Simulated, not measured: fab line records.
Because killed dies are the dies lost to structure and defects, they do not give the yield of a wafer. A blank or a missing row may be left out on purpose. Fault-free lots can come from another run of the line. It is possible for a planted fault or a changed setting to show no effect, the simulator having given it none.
fab line records	flow n5Finfet
[record] lots = 7	wafers = 39
route steps=1938 shown FIN_SAQP@138 DUMMY_GATE@246 SPACER0@258 SD_EPI_P@314 HKMG_FIN@388 BEOL_M4@1111
startH: start of the lot's first displayed wafer, in hours after the record's first day	waitH: hours elapsed since this lot's preceding step	" repeats the value in the row above	L1.1+2: several wafers, shown together as one row	- no value present, or no start provided	* or withheld: withheld	< > ~ a bound
route shown NAME@n: names a module that has steps shown in the file, with the first one's number in the route	usual: mean/standard deviation of fault-free wafers	same: alike in all rows	chamber/n: place in a boat	sites: each site's reading	_std_site: standard deviation of those values	_edge_site: inner sites' mean taken away from outer sites' mean	radiusMm: for every site, how far away it sits from the centre of the wafer	mask NAME#n: copy n	behind: the last tool/chamber to shape the wafer	hold: why the lot was held/for how many hours/how that ended	device: names the non-switching transistor (n, p or np)	end of line: the route-end tests of the same wafers	a step without rows: its recipe alone	killed: not the wafer's yield, but the dies lost to structure and defects at the first sort	map: shows each die of a wafer: x if killed, . if not, _ if none is there
set.NAME: the setting as run; set.NAME@STEP: as run at that earlier step	model.NAME: the simulator's own value behind a step, which no gauge read
lots where settings were altered on purpose, with a table for each step and a row for each wafer
[[steps]]
[step N5_FIN_SAQP_SPACER2_ALD_28]
[recipe] material = SiO2	targetThkA = 81	tempC = 300	aldPrecursorFamily = BDEAS	aldCoReactant = O2-plasma	pulseTimeS = 1	purgeTimeS = 2	coReactantPurgeTimeS = 2	pressureTorr = 2
[step N5_FIN_SAQP_ETCH_64]
[recipe] chemistry = CF4	target = SiO2	targetDepthA = 15	ionEnergyEv = 350	pressureMtorr = 10	icpW = 800	biasW = 400	cf4FlowSccm = 80
[step N5_DUMMY_GATE_ETCH_32]
[recipe] chemistry = CF4	target = SiO2	targetDepthA = 35	timeS = 3.9	ionEnergyEv = 350	pressureMtorr = 10	icpW = 800	biasW = 400	cf4FlowSccm = 80
[step N5_SPACER0_ALD_07]
[recipe] material = SiNx	targetThkA = 20	tempC = 400	aldPrecursorFamily = SiH2I2	aldCoReactant = N2/H2-plasma	pressureTorr = 2
[step N5_SD_EPI_P_SD_RECESS_17]
[recipe] chemistry = HBr/Cl2/O2	targetDepthA = 391	btTimeS = 3	pressureMtorr = 10	icpW = 800	biasW = 112	HBr_flow_sccm = 150	Cl2_flow_sccm = 80	O2_flow_sccm = 12
[step N5_HKMG_FIN_ALD_74]
[recipe] material = La2O3	targetThkA = 5	tempC = 250	aldPrecursorFamily = La-Cp	aldCoReactant = O3	pulseTimeS = 6	coReactantPulseTimeS = 1	purgeTimeS = 3	coReactantPurgeTimeS = 3
[step N5_HKMG_FIN_ALD_91]
[recipe] material = TiN	targetThkA = 10	tempC = 400	aldPrecursorFamily = TiCl4	aldCoReactant = NH3	pulseTimeS = 1	purgeTimeS = 3	coReactantPurgeTimeS = 2	coReactantPulseTimeS = 2	aldCycles = 47	pressureTorr = 3
[step N5_BEOL_M4_RC_MEAS_101]
[usual] CJ_P = 5.84/0.15	DIBL_N = 37.2/2.1	DIBL_P = 37.3/2.3	IOFF_P_LIN = 0.109/0.015	IOFF_P_LONG = 0.000108/8e-06	ION_N = 680/13	REXT_N = 75.2/1.7	REXT_P = 101.0/2.7	VT_P = -248/3.4	VT_P_LONG = -275.0/2.9
lot.wafer	tool	chamber	startH	waitH	set.targetThkA@FIN_SAQP_SPACER2_ALD_28	set.biasW@FIN_SAQP_ETCH_64	set.timeS@DUMMY_GATE_ETCH_32	set.targetThkA@SPACER0_ALD_07	set.targetDepthA@SD_EPI_P_SD_RECESS_17	set.coReactantPulseTimeS@HKMG_FIN_ALD_74	set.coReactantPulseTimeS@HKMG_FIN_ALD_91	CJ_P	DIBL_N[mV/V]	DIBL_P[mV/V]	IOFF_P_LIN[nA/um]	IOFF_P_LONG[nA/um]	ION_N[uA/um]	REXT_N[ohm.um]	REXT_P[ohm.um]	VT_P[mV]	VT_P_LONG[mV]
L075.2	prober-01	0	185.18	0.2	81	400	3.9	20	391	1	2	5.75	33.4	33.2	0.085	0.000104	665	75.7	107.4	-254	-276.6
L075.3	"	0	"	"	81	400	3.9	20	391	1	2	5.83	35.0	35.9	0.098	0.000105	671	77.4	104.6	-254	-277.0
L075.6	"	0	"	"	81	400	3.9	20	391	1	2	5.98	35.0	35.1	0.095	0.000108	674	76.3	106.9	-251	-274.3
L077.1	prober-01	0	193.23	0.0	76.04	400	3.9	18.84	373.9	0.774	2	5.40	36.7	35.4	0.118	0.000115	685	72.3	102.4	-245	-265.5
L077.2	"	0	"	"	81	329.6	3.9	18.84	391	0.774	1.669	5.68	38.4	38.5	0.155	0.000127	680	73.6	100.5	-239	-263.4
L077.3	"	0	"	"	81	400	3.9	20	391	1	2	5.79	40.1	40.1	0.117	9.9e-05	705	72.9	102.5	-248	-275.5
L077.4	"	0	"	"	81	329.6	3.9	18.84	373.9	1	1.669	5.50	39.7	39.3	0.117	9.7e-05	713	73.5	101.3	-247	-276.4
L077.5	"	0	"	"	76.04	329.6	3.9	20	373.9	0.774	2	5.70	35.0	33.0	0.108	0.000127	646	73.5	102.4	-248	-265.4
L077.6	"	0	"	"	76.04	400	3.9	20	391	1	1.669	5.81	36.8	37.4	0.111	0.000108	671	73.7	100.7	-246	-270.8
L080.1	prober-02	0	209.74	0.0	81	400	3.9	20	421.6	1	2	5.93	36.2	37.6	0.111	0.00011	698	77.9	101.0	-249	-274.7
L080.2	"	0	"	"	81	349.6	3.9	21.89	391	1	2	5.91	35.9	36.7	0.102	0.000114	677	79.0	106.8	-249	-273.7
L080.3	"	0	"	"	81	349.6	3.9	20	391	1	2	5.93	34.6	33.7	0.088	0.000111	697	76.7	102.5	-255	-276.9
L080.4	"	0	"	"	81	400	3.9	21.89	391	1	2	5.89	34.5	34.6	0.084	0.000107	680	79.1	106.0	-252	-275.8
L080.5	"	0	"	"	81	400	3.9	21.89	421.6	1	2	5.92	35.0	36.0	0.106	0.000113	666	79.9	104.4	-246	-274.0
L080.6	"	0	"	"	81	349.6	3.9	20	421.6	1	2	6.21	32.7	32.9	0.091	0.000125	656	77.5	101.2	-251	-272.7
L087.1	prober-02	0	254.97	0.0	81	400	3.9	20	391	1	2	6.05	40.2	39.4	0.120	0.000116	676	74.0	101.4	-245	-274.8
L087.2	"	0	"	"	81	347.8	3.9	20	391	0.7861	2	5.79	37.3	37.3	0.141	0.000132	672	74.1	100.5	-241	-264.4
L087.3	"	0	"	"	81	347.8	3.9	22.23	417.8	0.7861	2	6.24	35.5	36.9	0.135	0.000141	668	76.8	103.8	-240	-265.7
L087.4	"	0	"	"	81	347.8	3.9	20	417.8	1	2	6.23	36.4	36.5	0.109	0.000121	672	74.4	101.2	-246	-271.7
L087.5	"	0	"	"	81	400	3.9	22.23	417.8	1	2	6.27	36.6	38.7	0.111	0.000119	661	76.4	103.3	-249	-273.5
L087.6	"	0	"	"	81	400	3.9	22.23	391	0.7861	2	5.61	36.5	36.5	0.126	0.000127	661	76.3	106.6	-242	-266.1
L086.1	prober-01	0	261.95	0.2	87.13	354.9	3.276	17.8	391	1	1.55	5.69	46.2	48.0	0.192	9.7e-05	736	75.9	96.2	-240	-279.0
L086.2	"	0	"	"	81	354.9	3.9	20	391	1	2	5.65	41.3	41.4	0.133	9.6e-05	698	77.4	97.5	-246	-278.1
L086.3	"	0	"	"	81	354.9	3.9	17.8	353.8	1.191	2	5.17	43.9	43.2	0.124	8.3e-05	725	74.2	98.7	-250	-280.2
L086.4	"	0	"	"	87.13	400	3.9	17.8	353.8	1	1.55	5.37	44.6	44.0	0.153	9.3e-05	720	75.1	98.7	-246	-280.6
L086.5	"	0	"	"	81	400	3.276	20	353.8	1.191	1.55	5.19	39.9	38.4	0.091	8e-05	700	76.3	101.3	-256	-282.2
L086.6	"	0	"	"	87.13	400	3.276	20	391	1.191	2	5.94	44.7	46.4	0.154	9.3e-05	731	78.0	97.6	-246	-282.1
L090.1	prober-02	0	270.93	0.0	70.99	432.4	3.653	20	424.1	0.8388	2.22	6.12	30.2	30.9	0.094	0.000128	644	75.1	95.9	-247	-272.5
L090.2	"	0	"	"	70.99	400	3.9	20	391	1	2.22	5.88	30.2	29.1	0.068	0.000107	639	74.1	97.5	-256	-274.4
L090.3	"	0	"	"	81	400	3.9	21.83	391	0.8388	2	5.75	33.6	34.0	0.102	0.000118	669	75.7	100.7	-245	-271.0
L090.4	"	0	"	"	70.99	400	3.653	21.83	424.1	1	2.22	6.13	29.5	29.8	0.065	0.000108	641	77.9	97.9	-255	-276.4
L090.5	"	0	"	"	81	432.4	3.653	21.83	391	0.8388	2	5.85	39.0	41.2	0.146	0.000116	713	77.1	99.3	-241	-270.2
L090.6	"	0	"	"	81	432.4	3.9	20	424.1	1	2	6.09	35.8	38.4	0.110	0.000107	697	75.2	96.2	-248	-274.5
L097.1	prober-02	0	335.89	0.0	81	400	3.9	22.85	373	1	1.554	5.59	37.2	37.6	0.108	0.000107	669	78.6	106.2	-250	-274.3
L097.2	"	0	"	"	81	400	3.226	20	391	1	2	5.78	37.2	36.9	0.111	0.000114	673	77.2	102.4	-249	-272.9
L097.3	"	0	"	"	81	440.5	3.9	20	391	1	1.554	5.61	37.9	37.8	0.118	0.000108	678	77.1	103.0	-246	-272.8
L097.4	"	0	"	"	81	440.5	3.226	22.85	391	1	1.554	5.84	36.2	36.9	0.104	0.000111	683	78.4	105.3	-250	-272.4
L097.5	"	0	"	"	81	400	3.9	20	373	1	2	5.06	39.5	40.0	0.132	0.000104	697	75.8	104.1	-244	-274.4
L097.6	"	0	"	"	81	440.5	3.226	22.85	373	1	2	5.50	37.7	37.9	0.111	0.000104	676	78.9	107.0	-248	-274.8
[[key]]
[split] step = N5_FIN_SAQP_SPACER2_ALD_28	setting = targetThkA	statedAs = 81
[response] step = N5_BEOL_M4_RC_MEAS_101	reading = DIBL_N	slope = +0.534	per = 1%	togetherWith = all	explained = 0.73
[response] step = N5_BEOL_M4_RC_MEAS_101	reading = DIBL_P	slope = +0.691	per = 1%	togetherWith = all	explained = 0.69
[response] step = N5_BEOL_M4_RC_MEAS_101	reading = ION_N	slope = +4.31	per = 1%	togetherWith = all	explained = 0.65
[response] step = N5_BEOL_M4_RC_MEAS_101	reading = IOFF_P_LIN	slope = +0.00399	per = 1%	togetherWith = all	explained = 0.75
[split] step = N5_FIN_SAQP_ETCH_64	setting = biasW	statedAs = 400
response none clear
[split] step = N5_DUMMY_GATE_ETCH_32	setting = timeS	statedAs = 3.9
response none clear
[split] step = N5_SPACER0_ALD_07	setting = targetThkA	statedAs = 20
[response] step = N5_BEOL_M4_RC_MEAS_101	reading = REXT_N	slope = +0.176	per = 1%	togetherWith = all	explained = 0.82
[response] step = N5_BEOL_M4_RC_MEAS_101	reading = REXT_P	slope = +0.241	per = 1%	togetherWith = all	explained = 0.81
[split] step = N5_SD_EPI_P_SD_RECESS_17	setting = targetDepthA	statedAs = 391
[response] step = N5_BEOL_M4_RC_MEAS_101	reading = CJ_P	slope = +0.0419	per = 1%	togetherWith = all	explained = 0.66
[response] step = N5_BEOL_M4_RC_MEAS_101	reading = REXT_P	slope = -0.256	per = 1%	togetherWith = all	explained = 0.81
[split] step = N5_HKMG_FIN_ALD_74	setting = coReactantPulseTimeS	statedAs = 1
[response] step = N5_BEOL_M4_RC_MEAS_101	reading = IOFF_P_LONG	slope = -7.6e-07	per = 1%	togetherWith = all	explained = 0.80
[response] step = N5_BEOL_M4_RC_MEAS_101	reading = VT_P_LONG	slope = -0.306	per = 1%	togetherWith = all	explained = 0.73
[response] step = N5_BEOL_M4_RC_MEAS_101	reading = VT_P	slope = -0.279	per = 1%	togetherWith = all	explained = 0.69
[split] step = N5_HKMG_FIN_ALD_91	setting = coReactantPulseTimeS	statedAs = 2
response none clear
